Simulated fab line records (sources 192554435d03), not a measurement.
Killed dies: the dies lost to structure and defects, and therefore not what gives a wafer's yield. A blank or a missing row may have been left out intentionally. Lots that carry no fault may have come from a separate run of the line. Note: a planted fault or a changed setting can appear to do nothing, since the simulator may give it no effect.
Matching of chambers || flow n5-finfet || rie-diel-04 running N5_BEOL_M8_STRIP_67: 4 sister chambers
The step strips in CF4. 22 wafers are shown with their chamber, then 11 later ones without.

## EACH WAFER AND ITS CHAMBER
{"wafer": "L077.1", "chamber": 1, "showerhead-plenum-p-Torr (Torr)": 1.74, "throttle-valve-pct (%)": 13.00, "oes-product-au (a.u.)": 0.91}
{"wafer": "L077.4", "chamber": 2, "showerhead-plenum-p-Torr (Torr)": 1.86, "throttle-valve-pct (%)": 13.80, "oes-product-au (a.u.)": 0.73}
{"wafer": "L077.6", "chamber": 0, "showerhead-plenum-p-Torr (Torr)": 1.78, "throttle-valve-pct (%)": 13.55, "oes-product-au (a.u.)": 0.74}
{"wafer": "L079.1", "chamber": 3, "showerhead-plenum-p-Torr (Torr)": 1.88, "throttle-valve-pct (%)": 13.20, "oes-product-au (a.u.)": 0.87}
{"wafer": "L079.2", "chamber": 2, "showerhead-plenum-p-Torr (Torr)": 1.86, "throttle-valve-pct (%)": 13.80, "oes-product-au (a.u.)": 0.72}
{"wafer": "L079.6", "chamber": 0, "showerhead-plenum-p-Torr (Torr)": 1.78, "throttle-valve-pct (%)": 13.58, "oes-product-au (a.u.)": 0.74}
{"wafer": "L081.1", "chamber": 1, "showerhead-plenum-p-Torr (Torr)": 1.74, "throttle-valve-pct (%)": 13.01, "oes-product-au (a.u.)": 0.88}
{"wafer": "L081.2", "chamber": 3, "showerhead-plenum-p-Torr (Torr)": 1.87, "throttle-valve-pct (%)": 13.23, "oes-product-au (a.u.)": 0.86}
{"wafer": "L081.3", "chamber": 2, "showerhead-plenum-p-Torr (Torr)": 1.86, "throttle-valve-pct (%)": 13.81, "oes-product-au (a.u.)": 0.72}
{"wafer": "L081.4", "chamber": 0, "showerhead-plenum-p-Torr (Torr)": 1.78, "throttle-valve-pct (%)": 13.56, "oes-product-au (a.u.)": 0.74}
{"wafer": "L081.5", "chamber": 0, "showerhead-plenum-p-Torr (Torr)": 1.78, "throttle-valve-pct (%)": 13.57, "oes-product-au (a.u.)": 0.74}
{"wafer": "L081.6", "chamber": 3, "showerhead-plenum-p-Torr (Torr)": 1.87, "throttle-valve-pct (%)": 13.22, "oes-product-au (a.u.)": 0.87}
{"wafer": "L085.1", "chamber": 3, "showerhead-plenum-p-Torr (Torr)": 1.87, "throttle-valve-pct (%)": 13.25, "oes-product-au (a.u.)": 0.85}
{"wafer": "L085.3", "chamber": 1, "showerhead-plenum-p-Torr (Torr)": 1.74, "throttle-valve-pct (%)": 13.04, "oes-product-au (a.u.)": 0.87}
{"wafer": "L085.5", "chamber": 1, "showerhead-plenum-p-Torr (Torr)": 1.74, "throttle-valve-pct (%)": 13.04, "oes-product-au (a.u.)": 0.87}
{"wafer": "L091.1", "chamber": 2, "showerhead-plenum-p-Torr (Torr)": 1.85, "throttle-valve-pct (%)": 13.84, "oes-product-au (a.u.)": 0.71}
{"wafer": "L091.2", "chamber": 3, "showerhead-plenum-p-Torr (Torr)": 1.87, "throttle-valve-pct (%)": 13.26, "oes-product-au (a.u.)": 0.85}
{"wafer": "L091.3", "chamber": 1, "showerhead-plenum-p-Torr (Torr)": 1.74, "throttle-valve-pct (%)": 13.06, "oes-product-au (a.u.)": 0.85}
{"wafer": "L091.4", "chamber": 0, "showerhead-plenum-p-Torr (Torr)": 1.77, "throttle-valve-pct (%)": 13.64, "oes-product-au (a.u.)": 0.73}
{"wafer": "L091.5", "chamber": 1, "showerhead-plenum-p-Torr (Torr)": 1.74, "throttle-valve-pct (%)": 13.06, "oes-product-au (a.u.)": 0.85}
{"wafer": "L091.6", "chamber": 2, "showerhead-plenum-p-Torr (Torr)": 1.85, "throttle-valve-pct (%)": 13.85, "oes-product-au (a.u.)": 0.71}
{"wafer": "L094.1", "chamber": 0, "showerhead-plenum-p-Torr (Torr)": 1.77, "throttle-valve-pct (%)": 13.63, "oes-product-au (a.u.)": 0.72}

SIGNATURES (averages over the wafers above)
{"reading": "showerhead-plenum-p-Torr", "chamber 0": 1.7767, "chamber 1": 1.7400, "chamber 2": 1.8560, "chamber 3": 1.8720, "scatter within a chamber": 0.0043}
{"reading": "throttle-valve-pct", "chamber 0": 13.5883, "chamber 1": 13.0350, "chamber 2": 13.8200, "chamber 3": 13.2320, "scatter within a chamber": 0.0286}
{"reading": "oes-product-au", "chamber 0": 0.7350, "chamber 1": 0.8717, "chamber 2": 0.7180, "chamber 3": 0.8600, "scatter within a chamber": 0.014}
Rule: for each reading, subtract the chamber's mean from the wafer's reading, divide by that reading's scatter and square the result; add these up over the readings and take the root, which gives the wafer's distance from the chamber. The wafer belongs to the nearest chamber; if the next one is less than 2 further off, it can't be placed. The scatter: the root of (the sum of the squares of (reading less its chamber's mean) over the shown wafers, divided by (wafers less chambers)).

## WAFERS MISSING THEIR CHAMBER
{"wafer": "L094.2", "showerhead-plenum-p-Torr (Torr)": 1.87, "throttle-valve-pct (%)": 13.26, "oes-product-au (a.u.)": 0.83}
{"wafer": "L094.4", "showerhead-plenum-p-Torr (Torr)": 1.85, "throttle-valve-pct (%)": 13.86, "oes-product-au (a.u.)": 0.71}
{"wafer": "L095.1", "showerhead-plenum-p-Torr (Torr)": 1.87, "throttle-valve-pct (%)": 13.28, "oes-product-au (a.u.)": 0.83}
{"wafer": "L095.2", "showerhead-plenum-p-Torr (Torr)": 1.73, "throttle-valve-pct (%)": 13.08, "oes-product-au (a.u.)": 0.84}
{"wafer": "L095.3", "showerhead-plenum-p-Torr (Torr)": 1.85, "throttle-valve-pct (%)": 13.86, "oes-product-au (a.u.)": 0.70}
{"wafer": "L095.4", "showerhead-plenum-p-Torr (Torr)": 1.77, "throttle-valve-pct (%)": 13.62, "oes-product-au (a.u.)": 0.72}
{"wafer": "L095.5", "showerhead-plenum-p-Torr (Torr)": 1.77, "throttle-valve-pct (%)": 13.64, "oes-product-au (a.u.)": 0.72}
{"wafer": "L095.6", "showerhead-plenum-p-Torr (Torr)": 1.87, "throttle-valve-pct (%)": 13.30, "oes-product-au (a.u.)": 0.83}
{"wafer": "L096.3", "showerhead-plenum-p-Torr (Torr)": 1.77, "throttle-valve-pct (%)": 13.65, "oes-product-au (a.u.)": 0.71}
{"wafer": "L096.5", "showerhead-plenum-p-Torr (Torr)": 1.86, "throttle-valve-pct (%)": 13.30, "oes-product-au (a.u.)": 0.82}
{"wafer": "L096.6", "showerhead-plenum-p-Torr (Torr)": 1.77, "throttle-valve-pct (%)": 13.64, "oes-product-au (a.u.)": 0.72}

## THE CHAMBER EACH PASSED THROUGH
{"wafer": "L094.2", "from the rows above": 3, "in truth": 3}
{"wafer": "L094.4", "from the rows above": 2, "in truth": 2}
{"wafer": "L095.1", "from the rows above": 3, "in truth": 3}
{"wafer": "L095.2", "from the rows above": 1, "in truth": 1}
{"wafer": "L095.3", "from the rows above": 2, "in truth": 2}
{"wafer": "L095.4", "from the rows above": 0, "in truth": 0}
{"wafer": "L095.5", "from the rows above": 0, "in truth": 0}
{"wafer": "L095.6", "from the rows above": 3, "in truth": 3}
{"wafer": "L096.3", "from the rows above": 0, "in truth": 0}
{"wafer": "L096.5", "from the rows above": 3, "in truth": 3}
{"wafer": "L096.6", "from the rows above": 0, "in truth": 0}
Correctly placed: 11 of 11. Can't be placed from these rows: 0. Number placed wrongly: 0.
